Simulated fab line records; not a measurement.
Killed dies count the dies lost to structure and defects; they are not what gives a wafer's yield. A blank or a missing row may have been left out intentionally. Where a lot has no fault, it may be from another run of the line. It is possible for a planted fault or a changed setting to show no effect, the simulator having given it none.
One fault seen from 2 desks -- flow n5Finfet -- every desk sees just its own numbers, and what lay behind them comes last

FROM THE METROLOGY DESK
Means of the sampled wafers that have a number, per lot and without regard to the tool the lot ran on: this is what the gauges read. Any lot whose mean is over 4 standard deviations away from the usual mean is out of limits and marked OUT; that distance is given in the brackets. 7 of its 10 readings are shown, namely those furthest out on some lot.
Columns: A = DIBL_N at N5_BEOL_M4_RC_MEAS_101, usual 36.5 mV/V; B = DIBL_P at N5_BEOL_M4_RC_MEAS_101, usual 36.6 mV/V; C = IOFF_N at N5_BEOL_M4_RC_MEAS_101, usual 0.160 nA/um; D = IOFF_P at N5_BEOL_M4_RC_MEAS_101, usual 0.217 nA/um; E = ION_P at N5_BEOL_M4_RC_MEAS_101, usual 464 uA/um; F = VT_N at N5_BEOL_M4_RC_MEAS_101, usual 250.0 mV; G = VT_P at N5_BEOL_M4_RC_MEAS_101, usual -250 mV
lot,first seen here,A,B,C,D,E,F,G
L655,day 11 17:37,35.6,35.5,0.132,0.173,455,253.7,-254
L662,day 13 06:58,37.9,37.6,0.189,0.247,469,249.2,-247
L664,day 13 13:18,36.2,39.1,0.170,0.219,462,250.8,-251
L665,day 13 16:17,37.6,37.2,0.185,0.235,464,247.9,-249
This desk's verdict: no lot among the 4 shows anything out of limits.

DESK OF THE TOOL OWNER: lithoTrack-05
The tool's own readings at N5_BEOL_M3_COAT_62 (time 60 s, resist thk 12 nm): means of the sampled wafers that have a number, for each lot that ran on this tool. Any lot whose mean is over 4 standard deviations away from the usual mean is out of limits and marked OUT; that distance is given in the brackets.
Columns: A = spinSpeedRpm at N5_BEOL_M3_COAT_62, usual 1499.8 rpm
lot,first seen here,A
L655,day 10 09:55,1500.1
L662,day 12 04:04,1448.0 (-40) OUT
L664,day 12 18:46,1448.1 (-40) OUT
This desk's finding: out of limits on L662, L664; first on L662, day 12 04:04 (spinSpeedRpm at N5_BEOL_M3_COAT_62). L655: within limits.

BROUGHT TOGETHER
The tool owner's desk had the chance to raise an alarm at day 12 04:04 on L662, L664.
The metrology desk saw nothing out of limits.
The metrology desk has L662, L664 on record, within its limits.
On lithoTrack-05, each named lot ran N5_BEOL_M3_COAT_62.

WHAT THE SIMULATOR HAD PUT IN
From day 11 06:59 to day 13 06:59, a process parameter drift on lithoTrack-05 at N5_BEOL_M3_COAT_62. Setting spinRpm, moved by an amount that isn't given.
Shown lots that were struck: L662, L664.
Hours from the fault's start to each desk's first reading out of limits: the tool owner's desk, 21.
